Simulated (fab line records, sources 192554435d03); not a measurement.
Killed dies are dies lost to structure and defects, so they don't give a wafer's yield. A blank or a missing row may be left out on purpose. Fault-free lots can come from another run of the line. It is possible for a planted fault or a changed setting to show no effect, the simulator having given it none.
fab line records	flow n5Finfet
record: lots: 7	wafers: 39
route steps=1938 shown GATE_CUT@484 MOL_CONTACT_COAG@535
startH: the number of hours between the record's first day and the start of the first shown wafer of the lot	waitH: hours since the lot's step before	" the same as in the row above	L1.1+2: a row that stands for several wafers	- no value present, or no start provided	* or withheld: withheld	< > ~ a bound
route shown NAME@n: NAME is a module with steps in the file, n the number in the route of the first one	usual: mean and standard deviation over wafers with no fault	same: alike in all rows	chamber/n: place in a boat	sites: readings site by site	_std_site: standard deviation of those values	_edge_site: the outer-site mean with the inner-site mean subtracted	radiusMm: for every site, how far away it sits from the centre of the wafer	mask NAME#n: copy n	behind: the most recent tool/chamber to have shaped the wafer	hold: why the lot went on hold/how many hours it stayed there/how the hold came to an end	device: the transistor (n, p or np) that didn't switch	end of line: at the end of the route, the tests of the same wafers	where a step has no rows: the recipe by itself	killed: the dies lost at the first sort to structure and to defects; this is not the yield of the wafer	map: a wafer's dies, x killed, . not, _ none there
set.NAME: the setting the step ran with; set.NAME@STEP: the setting that earlier step ran with	model.NAME: the simulator's own value behind a step, which no gauge read
lots with deliberately changed settings; one table per step, one row per wafer
== steps ==
step: N5_GATE_CUT_EXPOSE_10
recipe: maskId: GATE_CUT	na: 0.33	sourceShape: annular	sigmaInner: 0.35	sigmaOuter: 0.8	polarization: unpolarized	targetCdNm: 20	doseMj: 43.25
lot.wafer	tool	chamber	startH	waitH	mask	set.doseMj
L078.1+2+6	euvScanner-02	0	108.29	-	GATE_CUT#0	43.25
L078.3+4+5	"	0	"	"	GATE_CUT#0	46.09
L082.1+3+5	euvScanner-01	0	131.88	-	GATE_CUT#0	40.89
L082.2+4+6	"	0	"	"	GATE_CUT#0	43.25
L085.1+2+3+4+5+6	euvScanner-02	0	150.36	-	GATE_CUT#0	43.25
L093.1+4+6	euvScanner-02	0	199.27	-	GATE_CUT#0	43.25
L093.2+3+5	"	0	"	"	GATE_CUT#0	45.39
L094.1+2+3	euvScanner-02	0	207.90	-	GATE_CUT#0	39.83
L094.4+5+6	"	0	"	"	GATE_CUT#0	43.25
L095.1+2+3	euvScanner-02	0	209.52	-	GATE_CUT#0	43.25
L095.4+5+6	"	0	"	"	GATE_CUT#0	44.29
L097.4+5+6	euvScanner-01	0	220.61	-	GATE_CUT#0	43.25
step: N5_GATE_CUT_PEB_11
recipe: pebTempC: 100	pebTimeS: 60	resist: CAR-EUV
step: N5_GATE_CUT_DEVELOP_12
recipe: developTimeS: 30	developer: TMAH	resist: CAR-EUV	rinseLiquid: surfactantRinse	dry: airSpin	devTempC: 23
step: N5_GATE_CUT_CD_MEAS_13
recipe: targetCdNm: 20	landingEnergyEv: 500	detector: seInlens
usual: cdNm: 19.93/0.27
lot.wafer	tool	chamber	startH	waitH	set.doseMj@GATE_CUT_EXPOSE_10	cdNm
L078.1	cdSem-03	0	108.42	-	43.25	19.91
L078.2	"	0	"	"	43.25	19.70
L078.3	"	0	"	"	46.09	21.12
L078.4	"	0	"	"	46.09	20.87
L078.5	"	0	"	"	46.09	21.33
L078.6	"	0	"	"	43.25	19.81
L082.1	cdSem-03	0	132.01	-	40.89	18.79
L082.2	"	0	"	"	43.25	20.06
L082.3	"	0	"	"	40.89	18.41
L082.4	"	0	"	"	43.25	20.05
L082.5	"	0	"	"	40.89	18.24
L082.6	"	0	"	"	43.25	20.13
L085.1	cdSem-02	0	150.49	-	43.25	19.94
L085.2	"	0	"	"	43.25	19.47
L085.3	"	0	"	"	43.25	20.15
L085.4	"	0	"	"	43.25	20.09
L085.5	"	0	"	"	43.25	19.85
L085.6	"	0	"	"	43.25	19.87
L093.1	cdSem-01	0	199.40	-	43.25	19.84
L093.2	"	0	"	"	45.39	21.52
L093.3	"	0	"	"	45.39	21.13
L093.4	"	0	"	"	43.25	19.46
L093.5	"	0	"	"	45.39	21.01
L093.6	"	0	"	"	43.25	19.83
L094.1	cdSem-02	0	208.03	-	39.83	18.04
L094.2	"	0	"	"	39.83	18.07
L094.3	"	0	"	"	39.83	17.89
L094.4	"	0	"	"	43.25	20.08
L094.5	"	0	"	"	43.25	20.42
L094.6	"	0	"	"	43.25	20.12
L095.1	cdSem-02	0	209.65	-	43.25	19.89
L095.2	"	0	"	"	43.25	19.66
L095.3	"	0	"	"	43.25	19.50
L095.4	"	0	"	"	44.29	20.56
L095.5	"	0	"	"	44.29	20.06
L095.6	"	0	"	"	44.29	20.56
L097.4	cdSem-01	0	220.72	-	43.25	20.11
L097.5	"	0	"	"	43.25	19.72
L097.6	"	0	"	"	43.25	19.86
step: N5_GATE_CUT_DESCUM_18
recipe: chemistry: O2	timeS: 7	sourcePowerW: 50	biasPowerW: 20	pressureMtorr: 20	rfFrequencyHz: 2.712e+07	tempC: 40	resist: CAR-EUV	o2FlowSccm: 225
lot.wafer	tool	chamber	startH	waitH	set.doseMj@GATE_CUT_EXPOSE_10	model.GATE_CUT.cdNm
L078.1+6	rieDiel-05	3,2	108.54	0.0	43.25	19.8
L078.2	"	2	"	"	43.25	20
L078.3+4	"	1,0	"	"	46.09	21
L078.5	"	1	"	"	46.09	21.4
L082.1	rieDiel-05	2	132.15	0.0	40.89	18.8
L082.2+4	"	3	"	"	43.25	20
L082.3+5	"	0	"	"	40.89	18.6
L082.6	"	2	"	"	43.25	19.8
L085.1+4	rieDiel-05	3,1	150.69	0.1	43.25	20
L085.2+6	"	0,2	"	"	43.25	19.8
L085.3	"	2	"	"	43.25	20.2
L085.5	"	1	"	"	43.25	19.6
L093.1	rieDiel-03	2	199.52	0.0	43.25	20
L093.2	"	3	"	"	45.39	21.2
L093.3	"	0	"	"	45.39	21
L093.4	"	1	"	"	43.25	19.8
L093.5	"	1	"	"	45.39	20.8
L093.6	"	0	"	"	43.25	20.2
L094.1+2+3	rieDiel-05	0,2,1	208.15	0.0	39.83	18
L094.4+6	"	3,1	"	"	43.25	19.8
L094.5	"	2	"	"	43.25	20
L095.1	rieDiel-04	0	209.79	0.1	43.25	20
L095.2	"	1	"	"	43.25	19.8
L095.3	"	2	"	"	43.25	19.4
L095.4+5	"	3,1	"	"	44.29	20.2
L095.6	"	0	"	"	44.29	20.4
L097.4+5+6	rieDiel-03	2,0,3	220.84	0.0	43.25	19.8
step: N5_GATE_CUT_ETCH_28
recipe: chemistry: N2/H2	target: underlayer	targetDepthA: 130	maskMaterial: CAR-EUV	timeS: 10.4	ionEnergyEv: 200	pressureMtorr: 30	sourceW: 840	biasW: 150	n2FlowSccm: 200	h2FlowSccm: 200	ends: cleared
step: N5_GATE_CUT_ETCH_36
recipe: chemistry: CF4	target: SiARC	targetDepthA: 130	maskMaterial: CAR-EUV	timeS: 21.7	ionEnergyEv: 80	pressureMtorr: 40	sourceW: 545	biasW: 36	Ar_flow_sccm: 100	cf4FlowSccm: 100	ends: cleared
step: N5_GATE_CUT_ETCH_37
recipe: chemistry: N2/H2	target: SOC	targetDepthA: 600	overetchA: 120	maskMaterial: SiARC	tempC: 40	timeS: 90	ionEnergyEv: 200	pressureMtorr: 30	sourceW: 840	biasW: 150	n2FlowSccm: 200	h2FlowSccm: 200
lot.wafer	tool	chamber	startH	waitH	set.doseMj@GATE_CUT_EXPOSE_10	model.GATE_CUT.cdNm
L078.1+6	rieDiel-05	3,2	108.62	0.0	43.25	20
L078.2	"	2	"	"	43.25	20.2
L078.3	"	1	"	"	46.09	21.2
L078.4	"	0	"	"	46.09	20.8
L078.5	"	1	"	"	46.09	21.4
L082.1	rieDiel-05	2	132.23	0.0	40.89	19
L082.2	"	3	"	"	43.25	20.2
L082.3+5	"	0	"	"	40.89	18.6
L082.4+6	"	3,2	"	"	43.25	20
L085.1+4	rieDiel-05	3,1	150.77	0.0	43.25	20.2
L085.2	"	0	"	"	43.25	19.6
L085.3	"	2	"	"	43.25	20.4
L085.5	"	1	"	"	43.25	19.8
L085.6	"	2	"	"	43.25	20
L093.1	rieDiel-03	2	199.60	0.0	43.25	20
L093.2	"	3	"	"	45.39	21
L093.3	"	0	"	"	45.39	20.8
L093.4+6	"	1,0	"	"	43.25	19.8
L093.5	"	1	"	"	45.39	20.6
L094.1	rieDiel-05	0	208.23	0.0	39.83	17.8
L094.2+3	"	2,1	"	"	39.83	18.2
L094.4	"	3	"	"	43.25	19.8
L094.5	"	2	"	"	43.25	20.2
L094.6	"	1	"	"	43.25	20
L095.1	rieDiel-04	0	209.88	0.0	43.25	20.2
L095.2	"	1	"	"	43.25	19.6
L095.3	"	2	"	"	43.25	19.4
L095.4	"	3	"	"	44.29	20.2
L095.5	"	1	"	"	44.29	19.8
L095.6	"	0	"	"	44.29	20.4
L097.4	rieDiel-03	2	220.92	0.0	43.25	20
L097.5	"	0	"	"	43.25	19.6
L097.6	"	3	"	"	43.25	19.8
step: N5_GATE_CUT_STRIP_38
recipe: chemistry: N2/H2	tempC: 40	n2FlowSccm: 200	h2FlowSccm: 200	rfFrequencyHz: 6e+07
step: N5_GATE_CUT_STRIP_39
recipe: chemistry: N2/H2	tempC: 40	n2FlowSccm: 200	h2FlowSccm: 200	rfFrequencyHz: 6e+07
step: N5_GATE_CUT_HM_OPEN_40
recipe: chemistry: C4F6/O2	target: SiO2	maskMaterial: SiARC	targetDepthA: 1390	timeS: 85.1	ionEnergyEv: 250	pressureMtorr: 30	sourceW: 345	biasW: 185	Ar_flow_sccm: 300	C4F6_flow_sccm: 10	O2_flow_sccm: 10	ends: cleared
usual: etchRfOnTimeS: 94.2/1.7
lot.wafer	tool	chamber	startH	waitH	set.targetThkA@GATE_CUT_HM_DEP_46	etchRfOnTimeS	model.etch.depthNm	model.SOC_of_GATE_CUT_COAT_34.thkNm
L078.1	rieDiel-05	3	108.71	0.0	1300	95.8	132.4	32.2
L078.2	"	2	"	"	1300	93.5	132.2	31.6
L078.3	"	1	"	"	1300	95.4	131.2	31.8
L078.4	"	0	"	"	1300	96.3	133.4	32
L078.5	"	1	"	"	1300	97.5	133.1	31.4
L078.6	"	2	"	"	1300	94.4	132.6	31.6
L082.1	rieDiel-05	2	132.31	0.0	1300	92.4	130.9	32
L082.2	"	3	"	"	1300	94.1	131.2	32.6
L082.3	"	0	"	"	1146	83.5	115.6	35.8
L082.4	"	3	"	"	1146	84.8	118.3	35.2
L082.5	"	0	"	"	1300	95.6	133	32.2
L082.6	"	2	"	"	1146	83.9	117.6	35
L085.1	rieDiel-05	3	150.86	0.0	1300	94.5	130.4	32.8
L085.2	"	0	"	"	1300	93.4	129.7	32.8
L085.3	"	2	"	"	1300	93.0	130.3	32.2
L085.4	"	1	"	"	1300	97.1	131.5	31.8
L085.5	"	1	"	"	1300	97.6	131.8	31.6
L085.6	"	2	"	"	1300	95.1	133	31.6
L093.1	rieDiel-03	2	199.69	0.0	1300	94.0	128.9	33
L093.2	"	3	"	"	1397	98.6	138.8	30.8
L093.3	"	0	"	"	1300	93.0	128.6	33.2
L093.4	"	1	"	"	1300	94.3	130.6	32.6
L093.5	"	1	"	"	1397	101.5	141	30.4
L093.6	"	0	"	"	1397	101.8	141	30.6
L094.1	rieDiel-05	0	208.32	0.0	1300	93.6	128.8	33.2
L094.2	"	2	"	"	1300	91.0	128	33
L094.3	"	1	"	"	1300	95.3	128.4	32.8
L094.4	"	3	"	"	1300	94.8	130	33.2
L094.5	"	2	"	"	1300	94.8	133.8	31.6
L094.6	"	1	"	"	1300	96.7	130.3	32.2
L095.1	rieDiel-04	0	209.96	0.0	1300	91.7	127.8	33.4
L095.2	"	1	"	"	1300	90.8	127.1	33.4
L095.3	"	2	"	"	1423	105.1	143.5	30.4
L095.4	"	3	"	"	1423	103.0	142.7	30
L095.5	"	1	"	"	1423	102.3	143.2	30
L095.6	"	0	"	"	1300	93.5	130.3	32.8
L097.4	rieDiel-03	2	221.01	0.0	1300	98.5	135.1	31.6
L097.5	"	0	"	"	1300	96.5	133.3	31.8
L097.6	"	3	"	"	1300	93.4	131.1	32
step: N5_GATE_CUT_STRIP_41
recipe: chemistry: CF4	resist: SiARC	powerW: 300	biasPowerW: 75	pressureMtorr: 50	cf4FlowSccm: 150	rfFrequencyHz: 6e+07
step: N5_GATE_CUT_STRIP_42
recipe: chemistry: O2	powerW: 400	tempC: 40	pressureMtorr: 30	rfFrequencyHz: 6e+07	biasPowerW: 0	overashFraction: 0.3	o2FlowSccm: 225
step: N5_GATE_CUT_ETCH_19
recipe: chemistry: CH3F/O2	target: SiNx	maskMaterial: SiO2	targetDepthA: 537	timeS: 76.7	pressureMtorr: 30	sourceW: 395	biasW: 73	Ar_flow_sccm: 150	CH3F_flow_sccm: 30	O2_flow_sccm: 20	ionEnergyEv: 120	ends: cleared
lot.wafer	tool	chamber	startH	waitH	set.doseMj@GATE_CUT_EXPOSE_10	model.GATE_CUT.cdNm
L078.1+2	rieDiel-05	3,2	108.83	0.0	43.25	20.4
L078.3+5	"	1	"	"	46.09	21.2
L078.4	"	0	"	"	46.09	20.8
L078.6	"	2	"	"	43.25	20.2
L082.1	rieDiel-05	2	132.43	0.0	40.89	19
L082.2	"	3	"	"	43.25	20.2
L082.3	"	0	"	"	40.89	18.4
L082.4+6	"	3,2	"	"	43.25	20
L082.5	"	0	"	"	40.89	18.6
L085.1	rieDiel-05	3	150.98	0.0	43.25	20.2
L085.2	"	0	"	"	43.25	19.4
L085.3	"	2	"	"	43.25	20.6
L085.4+6	"	1,2	"	"	43.25	20
L085.5	"	1	"	"	43.25	19.8
L093.1	rieDiel-03	2	199.81	0.0	43.25	20.2
L093.2	"	3	"	"	45.39	21.2
L093.3	"	0	"	"	45.39	20.6
L093.4	"	1	"	"	43.25	20
L093.5	"	1	"	"	45.39	21
L093.6	"	0	"	"	43.25	19.8
L094.1	rieDiel-05	0	208.44	0.0	39.83	18
L094.2	"	2	"	"	39.83	18.4
L094.3	"	1	"	"	39.83	18.2
L094.4+6	"	3,1	"	"	43.25	20
L094.5	"	2	"	"	43.25	20.2
L095.1	rieDiel-04	0	210.08	0.0	43.25	20.2
L095.2+3	"	1,2	"	"	43.25	19.6
L095.4+6	"	3,0	"	"	44.29	20.4
L095.5	"	1	"	"	44.29	20
L097.4	rieDiel-03	2	221.13	0.0	43.25	20
L097.5	"	0	"	"	43.25	19.6
L097.6	"	3	"	"	43.25	19.8
step: N5_GATE_CUT_CUT_ETCH_53
recipe: chemistry: SF6/Cl2	target: W	maskMaterial: SiO2	targetDepthA: 792	pressureMtorr: 8	icpW: 900	biasW: 80	SF6_flow_sccm: 40	Cl2_flow_sccm: 60	ends: cleared
step: N5_GATE_CUT_CUT_ETCH_54
recipe: chemistry: Cl2/BCl3	target: TiN	maskMaterial: SiO2	targetDepthA: 967	pressureMtorr: 10	icpW: 1000	biasW: 126	Cl2_flow_sccm: 53.25	bcl3FlowSccm: 21.75	Ar_flow_sccm: 25	ends: cleared
step: N5_GATE_CUT_CMP_23
recipe: stopOn: SiO2	tOverpolishS: 23.4	postCmpClean: alkalineBrush	downForcePsi: 2.5	platenRpm: 51.8	padVelocityMS: 1.0307	targetThkNm: 16
step: N5_GATE_CUT_CMP_43
recipe: material: SiO2	postCmpClean: rinseOnly
lot.wafer	tool	chamber	startH	waitH	set.targetThkA@GATE_CUT_HM_DEP_46	model.SiO2_of_GATE_CUT_HM_DEP_46.thkNm
L078.4+2+1+5+6	cmp-02	3,0,1,3,0	111.27	0.0	1300	5.2
L078.3	"	2	"	"	1300	5
L082.2+1	cmp-01	1,0	134.81	0.0	1300	5
L082.4+3+6	"	2,3,2	"	"	1146	4.4
L082.5	"	1	"	"	1300	5.2
L085.1+4+2+3+5	cmp-01	3,0,1,2,0	154.13	0.0	1300	5
L085.6	"	3	"	"	1300	5.2
L093.4+3+1	cmp-04	3,1,2	202.25	0.0	1300	5
L093.2	"	0	"	"	1397	5.4
L093.6+5	"	3,0	"	"	1397	5.6
L094.2+4+3+1+6	cmp-01	1,2,3,0,2	210.81	0.0	1300	5
L094.5	"	1	"	"	1300	5.2
L095.1+2	cmp-04	1,0	212.45	0.0	1300	4.8
L095.4+3+5	"	2,3,2	"	"	1423	5.6
L095.6	"	1	"	"	1300	5
L097.4+5	cmp-04	1,3	223.78	0.3	1300	5.2
L097.6	"	2	"	"	1300	5
step: N5_MOL_CONTACT_COAG_CONTACT_ETCH_14
recipe: chemistry: C4F6/O2	target: SiO2	targetDepthA: 275	overetchA: 85	maskMaterial: SOC	pressureMtorr: 30	sourceW: 370	biasW: 185	Ar_flow_sccm: 300	C4F6_flow_sccm: 16	O2_flow_sccm: 10	timeS: 20	ionEnergyEv: 259.6
usual: rfVppV: 693/3.5
lot.wafer	tool	chamber	startH	waitH	set.sourceW	rfVppV
L078.1	rieDiel-02	1	112.71	0.0	370	691
L078.2	"	3	"	"	342.2	708
L078.3	"	0	"	"	342.2	711
L078.4	"	3	"	"	342.2	707
L078.5	"	0	"	"	370	699
L078.6	"	1	"	"	370	690
L082.1	rieDiel-06	2	136.25	0.0	304.1	731
L082.2	"	1	"	"	304.1	729
L082.3	"	3	"	"	370	689
L082.4	"	0	"	"	304.1	734
L082.5	"	0	"	"	370	697
L082.6	"	3	"	"	370	690
L085.1	rieDiel-01	0	155.45	0.0	370	692
L085.2	"	3	"	"	370	690
L085.3	"	1	"	"	350.6	701
L085.4	"	1	"	"	350.6	700
L085.5	"	0	"	"	370	693
L085.6	"	3	"	"	350.6	705
L093.1	rieDiel-02	1	203.57	0.0	370	687
L093.2	"	2	"	"	433.1	660
L093.3	"	0	"	"	370	697
L093.4	"	3	"	"	433.1	657
L093.5	"	3	"	"	370	691
L093.6	"	0	"	"	433.1	660
L094.1	rieDiel-01	1	212.12	0.0	370	689
L094.2	"	0	"	"	336.8	714
L094.3	"	3	"	"	370	692
L094.4	"	2	"	"	336.8	716
L094.5	"	3	"	"	370	689
L094.6	"	0	"	"	336.8	716
L095.1	rieDiel-01	2	214.05	0.0	370	696
L095.2	"	3	"	"	370	688
L095.3	"	1	"	"	416.2	663
L095.4	"	0	"	"	370	691
L095.5	"	2	"	"	416.2	669
L095.6	"	3	"	"	416.2	668
L097.4	rieDiel-02	0	224.98	0.0	370	699
L097.5	"	2	"	"	370	694
L097.6	"	1	"	"	370	690
step: N5_MOL_CONTACT_COAG_ALD_131
recipe: material: SiO2	targetThkA: 50	tempC: 100	aldPrecursorFamily: BDEAS	aldCoReactant: O2-plasma	pulseTimeS: 1	coReactantPulseTimeS: 1	purgeTimeS: 2	coReactantPurgeTimeS: 2	aldCycles: 35	pressureTorr: 2
lot.wafer	tool	chamber	startH	waitH	set.aldCycles	model.SiO2_of_MOL_CONTACT_COAG_ALD_131.thkNm
L078.1+4+6	aldSin-04	1,3,1	123.55	0.1	39	5.6
L078.2+3+5	"	0,2,0	"	"	35	5
L082.1+2+3+4+5+6	aldSin-04	3,2,1,0,1,0	145.14	0.1	35	5
L085.1+3+6	aldSin-03	0,1,1	168.05	0.1	38	5.4
L085.2+4+5	"	2,3,0	"	"	35	5
L093.1+2+3+4+5+6	aldSin-04	0,3,1,2,3,2	212.48	0.1	35	5
L095.1+4+6	aldSin-04	0,3,0	225.01	0.2	35	5
L095.2+3+5	"	2,1,1	"	"	32	4.6
L094.1+4+5	aldSin-03	2,3,1	226.36	0.8	35	5
L094.2+3	"	0,1	"	"	37	5.4
L094.6	"	2	"	"	37	5.2
L097.4+5+6	aldSin-03	3,0,1	234.77	0.1	35	5
step: N5_MOL_CONTACT_COAG_ETCH_91
recipe: chemistry: N2/H2	target: SOC	targetDepthA: 600	overetchA: 210	maskMaterial: SiARC	tempC: 40	timeS: 101.2	ionEnergyEv: 200	pressureMtorr: 30	sourceW: 840	biasW: 150	n2FlowSccm: 200	h2FlowSccm: 200
lot.wafer	tool	chamber	startH	waitH	set.timeS	model.SiARC_of_MOL_CONTACT_COAG_COAT_76.thkNm
L078.1+3+4	rieDiel-06	3,0,3	123.77	0.0	79.12	6.6
L078.2+6	"	2	"	"	101.2	5.8
L078.5	"	0	"	"	101.2	5.6
L082.1+4	rieDiel-06	0,3	145.35	0.0	101.2	5.6
L082.2	"	2	"	"	110.2	5.6
L082.3+5	"	1	"	"	110.2	5.2
L082.6	"	2	"	"	101.2	6
L085.1+6	rieDiel-06	1	168.39	0.0	101.2	5.6
L085.2	"	2	"	"	101.2	6
L085.3+4+5	"	3,0,0	"	"	117.9	5
L093.1+2	rieDiel-01	1,3	212.69	0.0	101.2	5.8
L093.3	"	2	"	"	112.9	5.6
L093.4	"	0	"	"	101.2	6
L093.5+6	"	2,1	"	"	112.9	5.4
L095.1+4	rieDiel-01	0,1	225.23	0.0	89	6.4
L095.2+5+6	"	2,2,1	"	"	101.2	5.8
L095.3	"	3	"	"	89	6.2
L094.1+3+5	rieDiel-01	0,2,0	226.69	0.0	101.2	6
L094.2+4+6	"	3,1,3	"	"	101.2	5.8
L097.4+5+6	rieDiel-06	0,0,3	234.98	0.0	101.2	5.6
== key ==
split: step: N5_GATE_CUT_EXPOSE_10	setting: doseMj	stated: 43.25	by: wafer
response: step: N5_GATE_CUT_CD_MEAS_13	reading: cdNm	change: +0.265	per: 1%	r: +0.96
response: step: N5_GATE_CUT_DESCUM_18	reading: model.GATE_CUT.cdNm	change: +0.219	per: 1%	r: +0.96
response: step: N5_GATE_CUT_ETCH_37	reading: model.GATE_CUT.cdNm	change: +0.212	per: 1%	r: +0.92
response: step: N5_GATE_CUT_ETCH_19	reading: model.GATE_CUT.cdNm	change: +0.199	per: 1%	r: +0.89
split: step: N5_MOL_CONTACT_COAG_CONTACT_ETCH_14	setting: sourceW	stated: 370	by: wafer
response: step: N5_MOL_CONTACT_COAG_CONTACT_ETCH_14	reading: rfVppV	change: -2.12	per: 1%	r: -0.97
split: step: N5_MOL_CONTACT_COAG_ALD_131	setting: aldCycles	stated: 35	by: wafer
response: step: N5_MOL_CONTACT_COAG_ALD_131	reading: model.SiO2_of_MOL_CONTACT_COAG_ALD_131.thkNm	change: +0.0504	per: 1%	r: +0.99
split: step: N5_MOL_CONTACT_COAG_ETCH_91	setting: timeS	stated: 101.2	by: wafer
response: step: N5_MOL_CONTACT_COAG_ETCH_91	reading: model.SiARC_of_MOL_CONTACT_COAG_COAT_76.thkNm	change: -0.0412	per: 1%	r: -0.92
split outsideThisFile step=N5_GATE_CUT_HM_DEP_46 setting=targetThkA
split outsideThisFile: this setting was split too, and the file shows its column; the key of that split is in another file
